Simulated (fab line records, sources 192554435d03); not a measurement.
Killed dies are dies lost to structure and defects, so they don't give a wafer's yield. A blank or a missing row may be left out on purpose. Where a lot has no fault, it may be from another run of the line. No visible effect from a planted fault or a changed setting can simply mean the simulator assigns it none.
fab line records | flow n5_finfet
record lots=4 | wafers=12 | last_day=20
route steps=1938 shown FIN_SAQP@90
lots with no fault: from the same line, run without faults
start_h: start of the lot's first displayed wafer, in hours after the record's first day | wait_h: time in hours since the lot's previous step | " the same as in the row above | L1.1+2: one row covering several wafers at once | - no value, or no start was given | * or withheld: withheld | < > ~ a bound
route shown NAME@n: names a module that has steps shown in the file, with the first one's number in the route | usual: mean and standard deviation over wafers with no fault | same: alike in all rows | chamber/n: place in a boat | sites: the reading at each site | _std_site: how widely they spread, as a standard deviation | _edge_site: inner sites' mean taken away from outer sites' mean | radius_mm: for every site, how far away it sits from the centre of the wafer | mask NAME#n: copy n | behind: the tool/chamber that last shaped the wafer | hold: what put the lot on hold/how long, in hours/how the hold closed | device: names the non-switching transistor (n, p or np) | end of line: the tests these same wafers got at the end of their route | for a step that has no rows: nothing shown but its recipe | killed: count of dies lost to structure and defects at first sort (not the wafer's yield) | map: shows each die of a wafer: x if killed, . if not, _ if none is there
set.NAME: the setting as run; set.NAME@STEP: as run at that earlier step | model.NAME: the simulator's own value behind a step, which no gauge read
lots at selected steps of the route; one table per step, one row per wafer
services: when a tool's chamber went out of use (start_h, in hours from the record's first day, below 0 if earlier), for how many hours, and the reason
## steps
# step N5_FIN_SAQP_PRECLEAN_42
# recipe chemistry=O3/DIW | time_s=60 | temp_c=22 | o3_ppm=10
# step N5_FIN_SAQP_PRECLEAN_00
# recipe chemistry=SC1 | time_s=60 | temp_c=55 | mix=1:2:50
# step N5_FIN_SAQP_PRECLEAN_44
# recipe chemistry=SC2 | time_s=45 | temp_c=35 | mix=1:1:50
# step N5_FIN_SAQP_SRD_01
# recipe dry=ipa_marangoni | time_s=30 | temp_c=23 | rinse_liquid=diw
# step N5_FIN_SAQP_ALD_61
# recipe material=SiO2 | target_thk_a=40 | temp_c=300 | ald_precursor_family=BDEAS | ald_co_reactant=O2-plasma | pulse_time_s=1 | purge_time_s=2 | co_reactant_purge_time_s=2 | ald_cycles=43 | pressure_torr=2
# step N5_FIN_SAQP_DENSIFY_62
# recipe temp_c=700 | time_s=60 | ambient=N2 | idle_temp_c=600 | ramp_up_c_per_s=150 | ramp_down_c_per_s=60 | cool_to_c=600
# step N5_FIN_SAQP_HM_DEP_03
# recipe material=SiNx | target_thk_a=380 | temp_c=400 | precursor=SiH4/NH3/N2 | pressure_torr=1.5 | rf_w=300 | time_s=33.6
# step N5_FIN_SAQP_PECVD_47
# recipe material=a-Si | target_thk_a=450 | temp_c=400 | precursor=SiH4/He | pressure_torr=3 | rf_w=100 | time_s=36.3
# step N5_FIN_SAQP_PECVD_48
# recipe material=SiNx | target_thk_a=250 | temp_c=400 | precursor=SiH4/NH3/N2 | pressure_torr=1.5 | rf_w=300 | time_s=22.1
# step N5_FIN_SAQP_PECVD_06
# recipe material=a-Si | target_thk_a=600 | temp_c=400 | precursor=SiH4/He | pressure_torr=3 | rf_w=100 | time_s=48.1
# usual heater_power_outer_w=484/59 | heater_power_w=811/58 | showerhead_plenum_p_Torr=5.66/0.036 | throttle_valve_pct=18.5/1.1
lot.wafer | tool     | chamber | start_h | wait_h | heater_power_outer_w | heater_power_w | showerhead_plenum_p_Torr | throttle_valve_pct | model.a-Si_of_FIN_SAQP_PECVD_06.thk_nm
L246.2    | pecvd-04 | 2       | 38.87   | 0.0    | 504                  | 774            | 5.62                     | 18.3               | 60.23
L246.3    | "        | 0       | "       | "      | 417                  | 699            | 5.71                     | 18.9               | 60.46
L246.6    | "        | 1       | "       | "      | 519                  | 834            | 5.68                     | 17.3               | 61.56
L258.1    | pecvd-04 | 2       | 112.18  | 0.0    | 593                  | 908            | 5.64                     | 18.6               | 59.72
L258.2    | "        | 1       | "       | "      | 526                  | 839            | 5.66                     | 17.3               | 51.99
L258.5    | "        | 2       | "       | "      | 612                  | 905            | 5.63                     | 18.6               | 60.93
L259.2    | pecvd-04 | 0       | 117.96  | 0.0    | 419                  | 745            | 5.71                     | 18.4               | 60.27
L259.3    | "        | 1       | "       | "      | 481                  | 758            | 5.67                     | 17.1               | 53
L259.4    | "        | 1       | "       | "      | 482                  | 758            | 5.68                     | 17.2               | 53.19
L266.3    | pecvd-01 | 2       | 163.14  | 0.0    | 533                  | 839            | 5.70                     | 17.2               | 59.92
L266.4    | "        | 0       | "       | "      | 434                  | 714            | 5.65                     | 18.5               | 60.5
L266.6    | "        | 1       | "       | "      | 470                  | 847            | 5.64                     | 20.7               | 59.62
# step N5_FIN_SAQP_THK_MEAS_07
# usual thk_nm=59.9/0.73
lot.wafer | tool          | chamber | start_h | wait_h | thk_nm
L246.2    | film_metro-02 | -       | 38.96   | 0.1    | 60.2
L246.3    | "             | -       | "       | "      | 60.5
L246.6    | "             | -       | "       | "      | 61.5
L258.1    | film_metro-01 | -       | 112.27  | 0.1    | 59.7
L258.2    | "             | -       | "       | "      | 52.0
L258.5    | "             | -       | "       | "      | 61.0
L259.2    | film_metro-02 | -       | 118.05  | 0.1    | 60.3
L259.3    | "             | -       | "       | "      | 53.0
L259.4    | "             | -       | "       | "      | 53.3
L266.3    | film_metro-01 | -       | 163.23  | 0.1    | 59.9
L266.4    | "             | -       | "       | "      | 60.5
L266.6    | "             | -       | "       | "      | 59.6
# step N5_FIN_SAQP_HM_DEP_72
# recipe material=SiO2 | target_thk_a=120 | temp_c=400 | precursor=SiH4/N2O | pressure_torr=0.75 | rf_w=275 | time_s=7.2
# step N5_FIN_SAQP_COAT_49
# recipe resist=SOC | temp_c=250 | time_s=60 | spin_rpm=1500 | resist_thk_nm=100
# step N5_FIN_SAQP_COAT_50
# recipe resist=SiARC | temp_c=220 | time_s=60 | spin_rpm=1500 | resist_thk_nm=35
# step N5_FIN_SAQP_COAT_10
# recipe resist=CAR-ArF | spin_rpm=1500 | resist_thk_nm=90
# step N5_FIN_SAQP_EBR_12
# recipe solvent=PGMEA | ebr_width_mm=1.5
# step N5_FIN_SAQP_SOFTBAKE_11
# recipe temp_c=110 | time_s=60 | resist=CAR-ArF
# step N5_FIN_SAQP_EXPOSE_13
# recipe mask_id=FIN_CORE | na=1.35 | source_shape=dipole | sigma_inner=0.538 | sigma_outer=0.738 | polarization=te | target_cd_nm=35.6 | dose_mj=63.25
# step N5_FIN_SAQP_PEB_14
# recipe peb_temp_c=withheld | peb_time_s=60 | resist=CAR-ArF
# step N5_FIN_SAQP_DEVELOP_15
# recipe develop_time_s=30 | developer=TMAH | resist=CAR-ArF | dev_temp_c=23 | rinse_liquid=diw | dry=air_spin
# step N5_FIN_SAQP_DESCUM_21
# recipe chemistry=O2 | time_s=7.9 | source_power_w=50 | bias_power_w=20 | pressure_mtorr=20 | rf_frequency_hz=2.712e+07 | temp_c=40 | resist=CAR-ArF | o2_flow_sccm=225
# step N5_FIN_SAQP_ETCH_51
# recipe chemistry=CF4 | target=SiARC | target_depth_a=455 | mask_material=CAR-ArF | time_s=75.8 | ion_energy_ev=80 | pressure_mtorr=40 | source_w=545 | bias_w=36 | Ar_flow_sccm=100 | cf4_flow_sccm=100 | ends=cleared
# step N5_FIN_SAQP_ETCH_52
# recipe chemistry=N2/H2 | target=SOC | target_depth_a=1000 | overetch_a=200 | mask_material=SiARC | temp_c=40 | time_s=150 | ion_energy_ev=200 | pressure_mtorr=30 | source_w=840 | bias_w=150 | n2_flow_sccm=200 | h2_flow_sccm=200 | ends=end_point
# step N5_FIN_SAQP_STRIP_53
# recipe chemistry=N2/H2 | temp_c=40 | n2_flow_sccm=200 | h2_flow_sccm=200 | rf_frequency_hz=6e+07
# step N5_FIN_SAQP_HM_OPEN_73
# recipe chemistry=CHF3/O2 | target=SiO2 | stop_on=a-Si | target_depth_a=120 | over_etch_frac=1.8 | mask_material=SOC | time_s=16.8 | pressure_mtorr=30 | source_w=650 | bias_w=170 | Ar_flow_sccm=200 | CHF3_flow_sccm=50 | O2_flow_sccm=5 | ion_energy_ev=200 | ends=end_point
# step N5_FIN_SAQP_STRIP_74
# recipe chemistry=CHF3/O2 | resist=SiARC | rf_frequency_hz=6e+07
# step N5_FIN_SAQP_MANDREL_ETCH_22
# recipe target_depth_a=600 | chemistry=HBr/Cl2 | target=a-Si | stop_on=SiNx | bt_time_s=10 | over_etch_frac=0.5 | time_s=30 | pressure_mtorr=10 | icp_w=800 | bias_w=75 | HBr_flow_sccm=150 | Cl2_flow_sccm=80 | ends=end_point
# usual drypump_motor_current_A=5.5/0.32 | oes_product_au=0.768/0.012 | throttle_valve_pct=35.39/0.23
lot.wafer | tool      | chamber | start_h | wait_h | drypump_motor_current_A | oes_product_au | rf_hours_counter_h | throttle_valve_pct | model.etch.depth_nm
L246.2    | rie_si-05 | 1       | 39.85   | 0.0    | 5.5                     | 0.778          | 69                 | 35.54              | 60.23
L246.3    | "         | 2       | "       | "      | 5.6                     | 0.760          | 97                 | 35.48              | 60.44
L246.6    | "         | 1       | "       | "      | 5.5                     | 0.790          | -                  | 35.52              | 61.56
L258.1    | rie_si-03 | 0       | 113.16  | 0.0    | 5.2                     | 0.757          | 100                | 35.21              | 59.7
L258.2    | "         | 3       | "       | "      | 4.7                     | 0.690          | 1                  | 34.96              | 51.99
L258.5    | "         | 0       | "       | "      | 5.2                     | 0.771          | -                  | 35.20              | 60.93
L259.2    | rie_si-03 | 0       | 118.95  | 0.0    | 5.2                     | 0.768          | 100                | 35.22              | 60.27
L259.3    | "         | 1       | "       | "      | 5.6                     | 0.699          | 41                 | 35.57              | 52.98
L259.4    | "         | 2       | "       | "      | 6.1                     | 0.724          | 130                | 35.20              | 53.19
L266.3    | rie_si-03 | 2       | 163.97  | 0.0    | 6.1                     | 0.782          | 130                | 35.07              | 59.92
L266.4    | "         | 3       | "       | "      | 4.7                     | 0.755          | 2                  | 34.82              | 60.5
L266.6    | "         | 0       | "       | "      | 5.2                     | 0.757          | -                  | 35.21              | 59.62
# step N5_FIN_SAQP_STRIP_55
# recipe chemistry=N2/H2 | power_w=500 | temp_c=40 | pressure_mtorr=50 | rf_frequency_hz=6e+07 | overash_fraction=0.3 | bias_power_w=28 | h2_frac=0.5 | n2_flow_sccm=300 | h2_flow_sccm=300
# step N5_FIN_SAQP_STRIP_23
# recipe chemistry=SPM | time_s=750 | temp_c=130 | h2so4_h2o2_vol_ratio=4
# step N5_FIN_SAQP_SRD_66
# recipe dry=ipa_marangoni | time_s=30 | temp_c=23 | rinse_liquid=diw
# step N5_FIN_SAQP_RECESS_75
# recipe chemistry=HF/NH3 | target=SiO2 | target_depth_a=144 | afs_cycles=3 | temp_c=30 | sublimation_temp_c=180 | sublimation_time_s=60
# step N5_FIN_SAQP_SPACER1_ALD_24
# recipe material=SiO2 | target_thk_a=203 | temp_c=300 | ald_precursor_family=BDEAS | ald_co_reactant=O2-plasma | pulse_time_s=1 | purge_time_s=2 | co_reactant_purge_time_s=2 | ald_cycles=218 | pressure_torr=2
# step N5_FIN_SAQP_SPACER1_ETCHBACK_25
# recipe chemistry=CHF3/O2 | mode=anisotropic_etchback | target=SiO2 | target_depth_a=244 | time_s=12.2 | pressure_mtorr=30 | source_w=650 | bias_w=170 | Ar_flow_sccm=200 | CHF3_flow_sccm=50 | O2_flow_sccm=5 | ion_energy_ev=200
# usual drypump_motor_current_A=5.6/0.52 | oes_f_703_au=0.79/0.096 | oes_o_777_au=0.79/0.097 | oes_product_au=0.79/0.1 | rf_vpp_V=524/5.6 | showerhead_plenum_p_Torr=2.41/0.098 | throttle_valve_pct=18.91/0.2
lot.wafer | tool        | chamber | start_h | wait_h | drypump_motor_current_A | oes_f_703_au | oes_o_777_au | oes_product_au | rf_hours_counter_h | rf_vpp_V | showerhead_plenum_p_Torr | throttle_valve_pct | model.a-Si_of_FIN_SAQP_PECVD_06.thk_nm
L246.2    | rie_diel-01 | 0       | 41.43   | 0.4    | 5.8                     | 0.86         | 0.85         | 0.86           | 47                 | 526      | 2.45                     | 18.68              | 59.4
L246.3    | "           | 2       | "       | "      | 5.3                     | 0.69         | 0.71         | 0.69           | 234                | 519      | 2.28                     | 19.05              | 59.6
L246.6    | "           | 0       | "       | "      | 5.8                     | 0.86         | 0.85         | 0.87           | -                  | 528      | 2.44                     | 18.70              | 60.6
L258.1    | rie_diel-01 | 2       | 114.75  | 0.4    | 5.3                     | 0.96         | 0.96         | 0.96           | 4                  | 528      | 2.57                     | 18.72              | 58.8
L258.2    | "           | 3       | "       | "      | 6.3                     | 0.92         | 0.94         | 0.93           | 11                 | 518      | 2.37                     | 18.86              | 51
L258.5    | "           | 0       | "       | "      | 5.7                     | 0.82         | 0.82         | 0.83           | -                  | 525      | 2.43                     | 18.74              | 60
L259.2    | rie_diel-03 | 2       | 120.59  | 0.4    | 5.3                     | 0.74         | 0.74         | 0.74           | 183                | 520      | 2.31                     | 19.02              | 59.4
L259.3    | "           | 0       | "       | "      | 5.5                     | 0.70         | 0.69         | 0.69           | 233                | 522      | 2.37                     | 18.87              | 52
L259.4    | "           | 1       | "       | "      | 6.5                     | 0.88         | 0.88         | 0.89           | 35                 | 529      | 2.55                     | 18.78              | 52.2
L266.3    | rie_diel-03 | 3       | 165.49  | 0.4    | 4.8                     | 0.73         | 0.72         | 0.72           | 205                | 528      | 2.48                     | 19.18              | 59
L266.4    | "           | 1       | "       | "      | 6.5                     | 0.86         | 0.86         | 0.87           | -                  | 529      | 2.55                     | 18.83              | 59.6
L266.6    | "           | 3       | "       | "      | 4.8                     | 0.72         | 0.72         | 0.72           | -                  | 528      | 2.48                     | 19.18              | 58.8
# step N5_FIN_SAQP_MANDREL1_REMOVE_56
# recipe chemistry=HBr/Cl2/O2 | bt_time_s=10 | target=a-Si | stop_on=SiNx | endpoint=OES-SiCl | over_etch_frac=1 | icp_w=600 | bias_w=22 | HBr_flow_sccm=150 | Cl2_flow_sccm=80 | O2_flow_sccm=5 | pressure_mtorr=10
## services
tool        | chamber | start_h | hours | kind
rie_si-05   | 3       | 28.67   | 7.0   | repair
rie_diel-01 | 1       | 42.66   | -     | clean
rie_diel-01 | 1       | 42.66   | -     | consumable_replace:focus_ring
rie_diel-01 | 1       | 42.66   | -     | consumable_replace:showerhead
rie_diel-01 | 1       | 42.66   | 22.2  | scheduled_down
rie_diel-01 | 1       | 42.66   | 22.2  | vent_cycle
rie_si-03   | 3       | 45.72   | -     | clean
rie_si-03   | 3       | 45.72   | -     | consumable_replace:focus_ring
rie_si-03   | 3       | 45.72   | 18.8  | scheduled_down
rie_si-03   | 3       | 45.72   | 18.8  | vent_cycle
pecvd-04    | 1       | 48.46   | 5.0   | repair
rie_diel-01 | 3       | 67.95   | -     | clean
rie_diel-01 | 3       | 67.95   | -     | consumable_replace:focus_ring
rie_diel-01 | 3       | 67.95   | 17.7  | scheduled_down
pecvd-04    | 1       | 72.43   | 2.1   | scheduled_down
pecvd-01    | 2       | 87.25   | 2.8   | repair
rie_si-05   | -       | 106.04  | 14.6  | pm
pecvd-01    | 2       | 110.55  | 7.9   | repair
rie_si-05   | 3       | 121.01  | 25.2  | repair
rie_si-05   | 2       | 121.05  | 1.9   | repair
rie_diel-01 | -       | 129.43  | 10.9  | repair
rie_diel-01 | 2       | 143.52  | 8.2   | repair
rie_si-05   | 1       | 157.93  | 2.6   | repair
rie_si-03   | -       | 165.06  | 2.8   | pm
## key
first_sign step=N5_FIN_SAQP_THK_MEAS_07 | reading=thk_nm | direction=down | sigmas=9.8 | usual=* | struck=*
effect step=N5_FIN_SAQP_MANDREL_ETCH_22 | reading=oes_product_au | direction=down | sigmas=5.2 | usual=0.768 | struck=0.705
model_effect step=N5_FIN_SAQP_PECVD_06 | value=a-Si_of_FIN_SAQP_PECVD_06.thk_nm | without=60.3 | struck=52.72
model_effect step=N5_FIN_SAQP_MANDREL_ETCH_22 | value=etch.depth_nm | without=60.3 | struck=52.72
model_effect step=N5_FIN_SAQP_SPACER1_ETCHBACK_25 | value=a-Si_of_FIN_SAQP_PECVD_06.thk_nm | without=59.4 | struck=51.73
met_at N5_FIN_SAQP_PECVD_06
struck_wafers L258.2,L259.3,L259.4
tester_left_out L258,L259
onset_between 38.87 112.18
fault kind=process_parameter_drift | tool=pecvd-04 | chamber=1 | onset_h=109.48 | steps=N5_FIN_SAQP_PECVD_06 | channel=time_s | offset=* | shape=step | end_h=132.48 | acts_in=* | stated=*
# tester_left_out: of these lots the tester's yield and bins aren't shown, on N5 and GAA mostly nor the transistor test; their killed dies are dies lost to structure and defects alone, not to doping, threshold or leakage, so they don't give the yield
